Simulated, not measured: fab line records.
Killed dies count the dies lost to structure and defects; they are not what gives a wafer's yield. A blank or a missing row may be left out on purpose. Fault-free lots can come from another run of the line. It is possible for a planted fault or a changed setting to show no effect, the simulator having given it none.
Chamber matching | flow n5Finfet | N5_BEOL_M4_CMP_52 on cmp-01 has 4 sister chambers
The step polishes, stops on SiOC, t overpolish 6.8 s, target thk 40 nm. 4 wafers are shown with their chamber, then 6 later ones without.

## WAFERS PAIRED WITH THEIR CHAMBERS
wafer  | chamber | motorCurrentA (A)
L900.3 | 3       | 5.8
L904.2 | 1       | 5.4
L907.1 | 2       | 5.6
L907.4 | 0       | 5.5

## WAFERS WITHOUT THEIR CHAMBER
wafer  | motorCurrentA (A)
L914.1 | 5.8
L914.4 | 5.5
L914.5 | 5.6
L915.3 | 5.9
L915.4 | 5.4
L915.6 | 5.7

## THE CHAMBER EACH PASSED THROUGH
wafer  | from the rows above          | in truth
L914.1 | 3                            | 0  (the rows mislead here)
L914.4 | can't be placed: 0 or 1 or 2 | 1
L914.5 | can't be placed: 2 or 0      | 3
L915.3 | 3                            | 3
L915.4 | can't be placed: 1 or 0      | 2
L915.6 | can't be placed: 3 or 2 or 0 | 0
Placed correctly: 1 of 6. These rows do not allow placing 4 (true chamber among the candidates in 2). Placed wrongly: 1.
How it was worked out, from the rows above alone: a wafer's distance from a chamber is the root of the sum, over the readings, of the square of ((its reading less the chamber's mean) divided by the reading's scatter). If the next closest chamber is less than 2 further off than the closest, the wafer can't be placed; otherwise it belongs to the closest. The mean given for a chamber averages the wafers shown for that chamber. The scatter (one wafer shown for each chamber): square how far every hidden wafer sits from the nearest shown wafer, average those squares and take the square root.
